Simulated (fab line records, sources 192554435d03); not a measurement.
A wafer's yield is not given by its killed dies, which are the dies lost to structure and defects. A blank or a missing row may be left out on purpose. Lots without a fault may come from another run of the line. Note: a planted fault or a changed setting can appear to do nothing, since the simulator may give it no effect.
Lot-split experiment	flow n5_finfet	21 wafers read from 7 lots, route of 1938 steps

ABOUT THE SPLIT
At N5_PASSIVATION_PECVD_53 (deposits SiO2 from TEOS/O2, target thk 800 nm, time 169.4 s), the setting temp_c was moved away from the recipe's 400 C on 8 of the 21 wafers read, by -4.2% to +3.2%. The other wafers ran this setting at the recipe's value.

The split's own step is where the reading is taken.

THE READING
SiO2_of_PASSIVATION_PECVD_53.thk_nm (the simulator's own value, which no gauge read), in nm, at N5_PASSIVATION_PECVD_53 (deposits SiO2 from TEOS/O2, target thk 800 nm, time 169.4 s). The file gives no usual value for it. Across the 13 wafers here that went through the recipe, the average is 808.5 nm and the standard deviation 12 nm.

wafer	tool, chamber at the split	temp_c as run, C	against the recipe	SiO2_of_PASSIVATION_PECVD_53.thk_nm, nm	against lot-mates on the recipe
L074.2	pecvd-01, 2	400	recipe	800.6	-
L074.3	pecvd-01, 1	400	recipe	803.8	-
L074.6	pecvd-01, 0	400	recipe	822	-
L079.2	pecvd-02, 0	410.2	+2.6%	754.4	-57.8
L079.4	pecvd-02, 2	410.2	+2.6%	750.4	-61.8
L079.6	pecvd-02, 0	400	recipe	812.2	-
L084.2	pecvd-01, 2	413	+3.2%	729.6	-89.1
L084.3	pecvd-01, 0	400	recipe	809	-
L084.6	pecvd-01, 1	400	recipe	828.4	-
L089.1	pecvd-01, 1	400	recipe	800.6	-
L089.2	pecvd-01, 2	400	recipe	781.4	-
L089.6	pecvd-01, 2	383.3	-4.2%	887.2	+96.2
L091.1	pecvd-01, 0	400	recipe	803.2	-
L091.2	pecvd-01, 2	400	recipe	805	-
L091.5	pecvd-01, 1	400	recipe	822.2	-
L092.1	pecvd-02, 0	400	recipe	800.6	-
L092.3	pecvd-02, 0	388.3	-2.9%	877.4	+66.4
L092.6	pecvd-02, 0	400	recipe	821.4	-
L096.2	pecvd-01, 2	386.3	-3.4%	869.6	no lot-mate on the recipe
L096.4	pecvd-01, 0	386.3	-3.4%	895	no lot-mate on the recipe
L096.5	pecvd-01, 2	386.3	-3.4%	886	no lot-mate on the recipe

THE FIT
A straight line over all 21 wafers: SiO2_of_PASSIVATION_PECVD_53.thk_nm changes by -21.8 nm for each +1% of temp_c; r = -0.97; the points scatter about the line by 11 nm.
The same after taking each lot's own level away (the mean of its wafers on the recipe; 18 wafers): -24 nm for each +1%; r = -0.98; scatter 8.8 nm.
According to that fit, moving temp_c by its largest amount changes the reading by 1e+02 nm.
Across the lots, their own levels run from 791.00 to 818.70 nm, a range of 2.3 times the standard deviation given above.
Hence the lot-to-lot level has little effect on the slope; both slopes agree.
Check: +102 nm against its lot-mates is what the line predicts for one of the wafers moved furthest among these (-4.2%) when that wafer is left out of the fit. It came out at +96.2 nm against them.

THE OTHER SPLITS THESE WAFERS WENT THROUGH
Note: prior to the reading, these wafers also went through further splits. Each is held against what the fit with the lots' levels taken away leaves over:
other split on the same wafers	wafers away from the commonest value	r with SiO2_of_PASSIVATION_PECVD_53.thk_nm (lot level and that fit taken away)
N5_BEOL_M9_EXPOSE_25 dose_mj	9	+0.31
N5_BEOL_M10_ETCH_41 source_w	5	+0.27
N5_BEOL_M12_ILD_DEP_00 time_s	10	-0.19
N5_BEOL_M13_ETCH_59 time_s	9	-0.30
N5_BEOL_M14_SPUTTER_43 power_w	6	-0.24
N5_BEOL_M15_COAT_04 spin_rpm	8	-0.46
N5_BEOL_M15_ETCH_59 time_s	4	-0.07
N5_MIM_BOT_ETCH_ETCH_00 icp_w	5	-0.06

THE FILE'S OWN FIT
SiO2_of_PASSIVATION_PECVD_53.thk_nm changes by -24.1 nm for each +1% of temp_c, r = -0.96.
